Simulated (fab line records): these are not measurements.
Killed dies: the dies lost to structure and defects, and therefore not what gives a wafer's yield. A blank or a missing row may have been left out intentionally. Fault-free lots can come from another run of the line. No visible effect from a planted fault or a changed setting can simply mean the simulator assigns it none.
Chamber matching	flow n5Finfet	4 sister chambers for N5_HKMG_FIN_NWFM_ALD_20 on aldMetal-04
The step deposits TiAlC, target thk 2 nm, pulse time 3 s, purge time 2 s. 18 wafers are shown with their chamber, then 9 later ones without.

WAFERS PAIRED WITH THEIR CHAMBERS
wafer	chamber	heaterPowerW (W)	precursorPulseHeightRel
L076.2	1	524	1.010
L076.5	2	486	1.022
L076.6	1	537	0.972
L077.1	3	531	0.983
L077.4	1	522	1.015
L077.6	0	476	1.007
L079.1	1	530	1.025
L079.2	0	464	0.986
L079.3	2	475	1.037
L080.3	1	524	1.027
L080.4	0	465	1.012
L080.5	0	472	1.002
L082.1	3	543	0.985
L082.5	0	470	0.980
L082.6	1	525	1.048
L084.1	1	527	0.981
L084.2	0	463	0.992
L084.3	3	532	0.996

SIGNATURES (averages over the wafers above)
reading	chamber 0	chamber 1	chamber 2	chamber 3	scatter within a chamber
heaterPowerW	468.33	527.00	480.50	535.33	5.6
precursorPulseHeightRel	0.99650	1.01114	1.02950	0.98800	0.0194
Rule: a wafer's distance from a chamber is the root of the sum, over the readings, of the square of ((its reading less the chamber's mean) divided by the reading's scatter). The wafer belongs to the nearest chamber; if the next one is less than 2 further off, it can't be placed. The scatter is the square root of a quotient: the sum, over the shown wafers, of each reading's squared deviation from its chamber's mean, divided by wafers minus chambers.

WAFERS WHOSE CHAMBER IS MISSING
wafer	heaterPowerW (W)	precursorPulseHeightRel
L091.1	473	0.966
L091.3	531	1.039
L091.6	542	1.022
L095.1	478	1.003
L095.2	539	0.998
L095.5	489	0.963
L097.1	461	1.007
L097.3	523	1.024
L097.5	491	0.992

CHAMBER TAKEN BY EACH
wafer	from the rows above	in truth
L091.1	can't be placed: 0 or 2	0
L091.3	can't be placed: 1 or 3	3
L091.6	can't be placed: 3 or 1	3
L095.1	can't be placed: 2 or 0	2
L095.2	can't be placed: 3 or 1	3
L095.5	can't be placed: 2 or 0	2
L097.1	0	0
L097.3	can't be placed: 1 or 3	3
L097.5	can't be placed: 2 or 0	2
Correctly placed: 1 of 9. Not placeable from these rows: 8 (in 8, the candidates include the true chamber). 0 placed wrongly.
